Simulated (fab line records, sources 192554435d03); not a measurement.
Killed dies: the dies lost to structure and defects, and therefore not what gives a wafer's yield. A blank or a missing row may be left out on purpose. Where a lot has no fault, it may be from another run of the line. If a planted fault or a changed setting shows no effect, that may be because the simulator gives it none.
Which tool is to blame? :: flow n5 finfet :: 30 wafers from 10 lots sampled at 2 of the route's 1938 steps

## WHAT THE GAUGES SHOWED, per wafer
N5_BEOL_M9_OVL_MEAS_29. Usual: V8_OVL gives 0.0 nm (standard deviation 0.73).
lot: L990
measured: day 9 16:53
on: overlay-01
V8_OVL (nm): 0.3 0.6 1.1
flag: 

lot: L992
measured: day 9 21:54
on: overlay-02
V8_OVL (nm): -0.1 0.2 0.1
flag: 

lot: L995
measured: day 10 16:59
on: overlay-02
V8_OVL (nm): 0.8 0.6 -0.3
flag: 

lot: L101
measured: day 12 08:17
on: overlay-01
V8_OVL (nm): -0.8 -0.8 -0.8
flag: 

lot: L104
measured: day 13 08:08
on: overlay-01
V8_OVL (nm): -0.2 0.8 -0.6
flag: 

lot: L106
measured: day 13 07:40
on: overlay-02
V8_OVL (nm): -0.2 -0.5 0.9
flag: 

lot: L105
measured: day 13 08:19
on: overlay-02
V8_OVL (nm): -0.1 -0.5 0.8
flag: 

lot: L110
measured: day 15 07:46
on: overlay-01
V8_OVL (nm): -0.2 0.2 -1.0
flag: 

lot: L112
measured: day 15 23:25
on: overlay-01
V8_OVL (nm): 0.0 -1.0 -0.2
flag: 

lot: L111
measured: day 16 00:55
on: overlay-02
V8_OVL (nm): 1.2 1.1 -0.5
flag: 

## WHAT TOOL EACH LOT RAN ON (gives the tool, then ch and the chambers of the sampled wafers, and finally the start)
lot: L990
N5_BEOL_M9_STRIP_19: rie diel-06 ch 1,2,3, day 9 16:26

lot: L992
N5_BEOL_M9_STRIP_19: rie diel-06 ch 1,2, day 9 21:29

lot: L995
N5_BEOL_M9_STRIP_19: rie diel-05 ch 0,2,3, day 10 13:09

lot: L101
N5_BEOL_M9_STRIP_19: rie diel-04 ch 0,1,2, day 12 07:12

lot: L104
N5_BEOL_M9_STRIP_19: rie diel-06 ch 0,1,2, day 13 05:56

lot: L106
N5_BEOL_M9_STRIP_19: rie diel-06 ch 1,3, day 13 06:24

lot: L105
N5_BEOL_M9_STRIP_19: rie diel-06 ch 0,1,3, day 13 07:05

lot: L110
N5_BEOL_M9_STRIP_19: rie diel-04 ch 0,2,3, day 15 06:47

lot: L112
N5_BEOL_M9_STRIP_19: rie diel-06 ch 0,1, day 15 20:31

lot: L111
N5_BEOL_M9_STRIP_19: rie diel-05 ch 0,1,2, day 16 00:23
- N5_BEOL_M9_STRIP_19: strips in O2.

## WHAT THE TOOLS THEMSELVES READ (means of the sampled wafers that have a number; where no wafer has one, the mark that the record gives instead)
N5_BEOL_M9_STRIP_19. Usual: drypump motor current A 5.7 A, standard deviation 0.41; oes product au 0.79 a.u., standard deviation 0.091; rf vpp V 3.7 V, standard deviation 0.6; showerhead plenum p Torr 2.09 Torr, standard deviation 0.062; throttle valve pct 16.73 %, standard deviation 0.26.
lot: L990
tool: rie diel-06
drypump motor current A (A): 5.7
oes product au (a.u.): 0.72
rf vpp V (V): 4.0
showerhead plenum p Torr (Torr): 2.12
throttle valve pct (%): 16.76
flag: 

lot: L992
tool: rie diel-06
drypump motor current A (A): 5.9
oes product au (a.u.): 0.72
rf vpp V (V): 3.5
showerhead plenum p Torr (Torr): 2.11
throttle valve pct (%): 16.85
flag: 

lot: L995
tool: rie diel-05
drypump motor current A (A): 5.6
oes product au (a.u.): 0.78
rf vpp V (V): 4.1
showerhead plenum p Torr (Torr): 2.10
throttle valve pct (%): 16.70
flag: 

lot: L101
tool: rie diel-04
drypump motor current A (A): 6.0
oes product au (a.u.): 0.89
rf vpp V (V): 3.7
showerhead plenum p Torr (Torr): 2.07
throttle valve pct (%): 16.64
flag: 

lot: L104
tool: rie diel-06
drypump motor current A (A): 5.8
oes product au (a.u.): 0.78
rf vpp V (V): 3.6
showerhead plenum p Torr (Torr): 2.10
throttle valve pct (%): 16.68
flag: 

lot: L106
tool: rie diel-06
drypump motor current A (A): 5.6
oes product au (a.u.): 0.71
rf vpp V (V): 3.8
showerhead plenum p Torr (Torr): 2.06
throttle valve pct (%): 16.85
flag: 

lot: L105
tool: rie diel-06
drypump motor current A (A): 5.6
oes product au (a.u.): 0.79
rf vpp V (V): 3.8
showerhead plenum p Torr (Torr): 2.11
throttle valve pct (%): 16.59
flag: 

lot: L110
tool: rie diel-04
drypump motor current A (A): 5.7
oes product au (a.u.): 0.79
rf vpp V (V): 4.1
showerhead plenum p Torr (Torr): 2.05
throttle valve pct (%): 16.89
flag: 

lot: L112
tool: rie diel-06
drypump motor current A (A): 5.7
oes product au (a.u.): 0.82
rf vpp V (V): 3.5
showerhead plenum p Torr (Torr): 2.09
throttle valve pct (%): 16.52
flag: 

lot: L111
tool: rie diel-05
drypump motor current A (A): 5.5
oes product au (a.u.): 0.72
rf vpp V (V): 3.1
showerhead plenum p Torr (Torr): 2.08
throttle valve pct (%): 16.91
flag: 

## THE ANSWER, worked out from the rows above alone
Rule: a lot is off if the mean of its wafers that have a number lies more than 3 standard deviations from the usual mean. A lot without any number at a reading at which 4 lots or more have one is off too. All remaining lots with rows at the step are treated as sound. Order of review: gauges by route order, followed by the tools' own readings, for which a lot's mean as printed above is used. At the first step where some lot is off, the reading lying furthest off is the one used; lots without a number count as furthest.
None of the lots is off at any reading shown; this tells nothing.

## WHAT THE SIMULATOR HAD PUT IN
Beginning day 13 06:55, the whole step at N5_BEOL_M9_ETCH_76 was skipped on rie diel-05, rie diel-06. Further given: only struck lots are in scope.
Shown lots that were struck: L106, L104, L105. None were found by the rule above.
